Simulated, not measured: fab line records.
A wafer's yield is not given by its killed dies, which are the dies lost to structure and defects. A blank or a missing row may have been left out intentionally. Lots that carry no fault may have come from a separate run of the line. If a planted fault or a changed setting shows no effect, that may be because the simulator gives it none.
Chamber matching :: flow n5 finfet :: N5_HKMG_FIN_ETCH_32 on rie diel-01 has 4 sister chambers
The step etches SOC in N2/H2, target depth 240 nm, time 300 s. 16 wafers are shown with their chamber, then 8 later ones without.

## WAFERS WITH THEIR CHAMBER
wafer: L078.1
chamber: 1
showerhead plenum p Torr (Torr): 2.51
rf vpp V (V): 522
throttle valve pct (%): 17.80

wafer: L078.4
chamber: 0
showerhead plenum p Torr (Torr): 2.51
rf vpp V (V): 523
throttle valve pct (%): 18.18

wafer: L078.6
chamber: 2
showerhead plenum p Torr (Torr): 2.49
rf vpp V (V): 521
throttle valve pct (%): 17.73

wafer: L082.1
chamber: 1
showerhead plenum p Torr (Torr): 2.50
rf vpp V (V): 521
throttle valve pct (%): 17.83

wafer: L082.4
chamber: 3
showerhead plenum p Torr (Torr): 2.70
rf vpp V (V): 529
throttle valve pct (%): 17.83

wafer: L082.6
chamber: 0
showerhead plenum p Torr (Torr): 2.50
rf vpp V (V): 523
throttle valve pct (%): 17.74

wafer: L086.2
chamber: 1
showerhead plenum p Torr (Torr): 2.50
rf vpp V (V): 522
throttle valve pct (%): 17.83

wafer: L086.4
chamber: 0
showerhead plenum p Torr (Torr): 2.50
rf vpp V (V): 523
throttle valve pct (%): 17.76

wafer: L086.5
chamber: 1
showerhead plenum p Torr (Torr): 2.50
rf vpp V (V): 521
throttle valve pct (%): 17.83

wafer: L090.1
chamber: 2
showerhead plenum p Torr (Torr): 2.48
rf vpp V (V): 522
throttle valve pct (%): 17.31

wafer: L090.4
chamber: 3
showerhead plenum p Torr (Torr): 2.70
rf vpp V (V): 529
throttle valve pct (%): 17.85

wafer: L090.6
chamber: 2
showerhead plenum p Torr (Torr): 2.48
rf vpp V (V): 524
throttle valve pct (%): 17.30

wafer: L091.1
chamber: 1
showerhead plenum p Torr (Torr): 2.50
rf vpp V (V): 523
throttle valve pct (%): 17.86

wafer: L091.2
chamber: 2
showerhead plenum p Torr (Torr): 2.48
rf vpp V (V): 522
throttle valve pct (%): 17.31

wafer: L091.4
chamber: 3
showerhead plenum p Torr (Torr): 2.69
rf vpp V (V): 528
throttle valve pct (%): 17.86

wafer: L094.3
chamber: 1
showerhead plenum p Torr (Torr): 2.49
rf vpp V (V): 522
throttle valve pct (%): 17.87

SIGNATURES, as means of the wafers listed above
reading: showerhead plenum p Torr
chamber 0: 2.5033
chamber 1: 2.5000
chamber 2: 2.4825
chamber 3: 2.6967
scatter within a chamber: 0.00583

reading: rf vpp V
chamber 0: 523.00
chamber 1: 521.83
chamber 2: 522.25
chamber 3: 528.67
scatter within a chamber: 0.829

reading: throttle valve pct
chamber 0: 17.8933
chamber 1: 17.8367
chamber 2: 17.4125
chamber 3: 17.8467
scatter within a chamber: 0.148
Rule: a wafer's distance from a chamber is the root of the sum, over the readings, of the square of ((its reading less the chamber's mean) divided by the reading's scatter). The wafer belongs to the nearest chamber; if the next one is less than 2 further off, it can't be placed. How the scatter is found: for the shown wafers, subtract from each reading the mean of its chamber, square and add these, divide the total by (wafers less chambers), then take the root.

## WAFERS WITH NO CHAMBER GIVEN
wafer: L094.4
showerhead plenum p Torr (Torr): 2.49
rf vpp V (V): 521
throttle valve pct (%): 17.88

wafer: L094.5
showerhead plenum p Torr (Torr): 2.69
rf vpp V (V): 527
throttle valve pct (%): 17.88

wafer: L095.1
showerhead plenum p Torr (Torr): 2.49
rf vpp V (V): 521
throttle valve pct (%): 17.80

wafer: L095.3
showerhead plenum p Torr (Torr): 2.69
rf vpp V (V): 530
throttle valve pct (%): 17.88

wafer: L095.4
showerhead plenum p Torr (Torr): 2.69
rf vpp V (V): 529
throttle valve pct (%): 17.88

wafer: L096.1
showerhead plenum p Torr (Torr): 2.49
rf vpp V (V): 521
throttle valve pct (%): 17.88

wafer: L096.3
showerhead plenum p Torr (Torr): 2.49
rf vpp V (V): 522
throttle valve pct (%): 17.80

wafer: L096.4
showerhead plenum p Torr (Torr): 2.49
rf vpp V (V): 522
throttle valve pct (%): 17.89

## CHAMBER TAKEN BY EACH
wafer: L094.4
from the rows above: can't be placed: 1 or 0 or 2
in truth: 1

wafer: L094.5
from the rows above: 3
in truth: 3

wafer: L095.1
from the rows above: can't be placed: 1 or 2 or 0
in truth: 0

wafer: L095.3
from the rows above: 3
in truth: 3

wafer: L095.4
from the rows above: 3
in truth: 3

wafer: L096.1
from the rows above: can't be placed: 1 or 0 or 2
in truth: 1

wafer: L096.3
from the rows above: can't be placed: 1 or 0 or 2
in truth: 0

wafer: L096.4
from the rows above: can't be placed: 1 or 0 or 2
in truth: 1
Placed correctly: 3 of 8. Cannot be placed on the basis of these rows: 5; the candidates contain the true chamber in 5. Placed wrongly: 0.
